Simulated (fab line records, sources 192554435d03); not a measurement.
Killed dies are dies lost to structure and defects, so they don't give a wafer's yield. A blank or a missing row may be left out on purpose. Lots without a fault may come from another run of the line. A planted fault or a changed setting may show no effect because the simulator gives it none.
Chamber matching | flow n5_finfet | N5_BEOL_M12_ETCH_59 on rie_diel-03: 4 sister chambers
The step etches BARC in N2/H2, target depth 89 nm, overetch 26.7 nm, time 67.9 s. 18 wafers are shown with their chamber, then 9 later ones without.

WAFERS WITH THEIR CHAMBER
wafer  | chamber | drypump_motor_current_A (A) | showerhead_plenum_p_Torr (Torr) | throttle_valve_pct (%)
L074.1 | 3       | 5.5                         | 2.49                            | 17.87
L074.2 | 0       | 5.3                         | 2.50                            | 17.91
L074.5 | 3       | 5.5                         | 2.49                            | 17.87
L077.2 | 1       | 6.6                         | 2.48                            | 17.62
L077.3 | 0       | 5.4                         | 2.50                            | 17.90
L077.5 | 1       | 6.6                         | 2.48                            | 17.63
L080.4 | 3       | 5.5                         | 2.48                            | 17.88
L080.5 | 1       | 6.6                         | 2.47                            | 17.62
L080.6 | 0       | 5.4                         | 2.50                            | 17.94
L082.1 | 2       | 6.0                         | 2.60                            | 18.13
L082.2 | 0       | 5.3                         | 2.49                            | 17.94
L082.6 | 0       | 5.3                         | 2.49                            | 17.94
L089.1 | 0       | 5.4                         | 2.49                            | 17.96
L089.3 | 3       | 5.5                         | 2.48                            | 17.92
L089.4 | 1       | 6.6                         | 2.46                            | 17.67
L086.1 | 3       | 5.5                         | 2.48                            | 17.92
L086.2 | 0       | 5.4                         | 2.49                            | 17.96
L086.4 | 2       | 5.9                         | 2.60                            | 18.15

SIGNATURES (means of the wafers above)
reading                  | chamber 0 | chamber 1 | chamber 2 | chamber 3 | scatter within a chamber
drypump_motor_current_A  | 5.357     | 6.600     | 5.950     | 5.500     | 0.0398
showerhead_plenum_p_Torr | 2.4943    | 2.4725    | 2.6000    | 2.4840    | 0.00636
throttle_valve_pct       | 17.9357   | 17.6350   | 18.1400   | 17.8920   | 0.0235
Rule: a wafer's distance from a chamber is the root of the sum, over the readings, of the square of ((its reading less the chamber's mean) divided by the reading's scatter). The wafer belongs to the nearest chamber; if the next one is less than 2 further off, it can't be placed. The scatter: the root of (the sum of the squares of (reading less its chamber's mean) over the shown wafers, divided by (wafers less chambers)).

WAFERS WITHOUT THEIR CHAMBER
wafer  | drypump_motor_current_A (A) | showerhead_plenum_p_Torr (Torr) | throttle_valve_pct (%)
L088.1 | 6.6                         | 2.46                            | 17.67
L088.4 | 6.6                         | 2.46                            | 17.66
L088.5 | 5.5                         | 2.47                            | 17.93
L093.1 | 6.0                         | 2.59                            | 18.18
L093.4 | 5.4                         | 2.48                            | 17.96
L093.6 | 6.6                         | 2.46                            | 17.68
L097.1 | 6.0                         | 2.59                            | 18.18
L097.2 | 5.5                         | 2.47                            | 17.95
L097.3 | 6.6                         | 2.46                            | 17.71

WHICH CHAMBER EACH WENT THROUGH
wafer  | from the rows above     | in truth
L088.1 | 1                       | 1
L088.4 | 1                       | 1
L088.5 | 3                       | 3
L093.1 | 2                       | 2
L093.4 | can't be placed: 0 or 3 | 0
L093.6 | 1                       | 1
L097.1 | 2                       | 2
L097.2 | can't be placed: 3 or 0 | 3
L097.3 | 1                       | 1
Placed correctly: 7 of 9. Can't be placed from these rows: 2 (the true chamber is among the candidates in 2). Placed wrongly: 0.
